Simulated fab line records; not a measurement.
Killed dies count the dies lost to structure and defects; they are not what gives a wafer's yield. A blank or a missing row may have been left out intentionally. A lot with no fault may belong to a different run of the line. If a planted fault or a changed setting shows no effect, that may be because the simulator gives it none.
Chamber matching    flow n5_finfet    4 sister chambers for N5_PASSIVATION_STRIP_34 on rie_diel-01
The step strips in O2. 16 wafers are shown with their chamber, then 8 later ones without.

WAFERS PAIRED WITH THEIR CHAMBERS
wafer   chamber  showerhead_plenum_p_Torr (Torr)  drypump_motor_current_A (A)  throttle_valve_pct (%)
L295.1  0        2.00                             6.2                          16.88
L295.4  2        2.14                             5.4                          16.77
L295.6  2        2.14                             5.4                          16.78
L301.2  3        1.90                             5.1                          16.63
L301.4  2        2.13                             5.4                          16.48
L301.5  1        2.03                             6.5                          16.39
L302.1  0        1.99                             6.2                          16.87
L302.2  1        2.03                             6.4                          16.44
L302.6  3        1.90                             5.1                          16.64
L304.2  2        2.13                             5.4                          16.49
L304.3  1        2.03                             6.5                          16.42
L304.6  0        1.99                             6.2                          16.93
L305.1  0        1.99                             6.2                          16.91
L305.3  3        1.90                             5.2                          16.72
L305.4  1        2.03                             6.4                          16.43
L297.3  2        2.13                             5.4                          16.46

SIGNATURES, as means of the wafers listed above
reading                   chamber 0  chamber 1  chamber 2  chamber 3  scatter within a chamber
showerhead_plenum_p_Torr  1.9925     2.0300     2.1340     1.9000     0.00403
drypump_motor_current_A   6.200      6.450      5.400      5.133      0.0373
throttle_valve_pct        16.8975    16.4200    16.5960    16.6633    0.0983
Rule: a wafer lies at a distance from a chamber equal to the root of the sum of squares, over the readings, of (its reading less the chamber's mean, divided by the reading's scatter). If the next closest chamber is less than 2 further off than the closest, the wafer can't be placed; otherwise it belongs to the closest. The scatter: the root of (the sum of the squares of (reading less its chamber's mean) over the shown wafers, divided by (wafers less chambers)).

WAFERS MISSING THEIR CHAMBER
wafer   showerhead_plenum_p_Torr (Torr)  drypump_motor_current_A (A)  throttle_valve_pct (%)
L297.4  2.03                             6.4                          16.42
L297.6  2.03                             6.5                          16.50
L312.2  2.13                             5.4                          16.50
L312.5  2.12                             5.4                          16.50
L312.6  2.02                             6.4                          16.45
L317.2  2.23                             5.1                          16.33
L317.5  2.24                             5.2                          16.27
L317.6  2.12                             5.4                          16.50

WHICH CHAMBER EACH WENT THROUGH
wafer    from the rows above   in truth
L297.4   1                     1
L297.6   1                     1
L312.2   2                     2
L312.5   2                     2
L312.6   1                     1
L317.2   2                     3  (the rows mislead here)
L317.5   2                     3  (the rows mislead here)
L317.6   2                     2
Correctly placed: 6 of 8. Number that these rows cannot place: 0. Placed wrongly: 2.
